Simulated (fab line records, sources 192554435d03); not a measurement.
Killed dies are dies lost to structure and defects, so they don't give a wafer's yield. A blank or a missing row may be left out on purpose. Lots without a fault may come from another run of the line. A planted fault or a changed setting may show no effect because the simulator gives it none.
Chamber matching | flow n5_finfet | N5_GATE_CUT_PECVD_57 on pecvd-04: 3 sister chambers
The step deposits SiNx from SiH4/NH3/N2, target thk 21 nm. 3 wafers are shown with their chamber, then 8 later ones without.

WAFERS WITH THEIR CHAMBER
wafer  | chamber | showerhead_plenum_p_Torr (Torr)
L082.4 | 1       | 5.16
L085.6 | 2       | 4.99
L086.2 | 0       | 5.15

WAFERS WITHOUT THEIR CHAMBER
wafer  | showerhead_plenum_p_Torr (Torr)
L086.4 | 5.00
L086.5 | 5.15
L092.2 | 5.00
L092.3 | 5.13
L092.5 | 5.16
L093.2 | 5.14
L093.4 | 5.14
L093.6 | 5.00

WHICH CHAMBER EACH WENT THROUGH
wafer  | from the rows above     | in truth
L086.4 | 2                       | 2
L086.5 | can't be placed: 0 or 1 | 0
L092.2 | 2                       | 2
L092.3 | can't be placed: 0 or 1 | 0
L092.5 | can't be placed: 1 or 0 | 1
L093.2 | can't be placed: 0 or 1 | 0
L093.4 | can't be placed: 0 or 1 | 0
L093.6 | 2                       | 2
Placed correctly: 3 of 8. Can't be placed from these rows: 5 (the true chamber is among the candidates in 5). Placed wrongly: 0.
How it was worked out, from the rows above alone: a wafer's distance from a chamber is the root of the sum, over the readings, of the square of ((its reading less the chamber's mean) divided by the reading's scatter). The wafer belongs to the nearest chamber; if the next one is less than 2 further off, it can't be placed. A chamber's mean is the mean of its shown wafers. The scatter: with one shown wafer a chamber, the root of the mean of the squares of how far each hidden wafer lies from its nearest shown one.
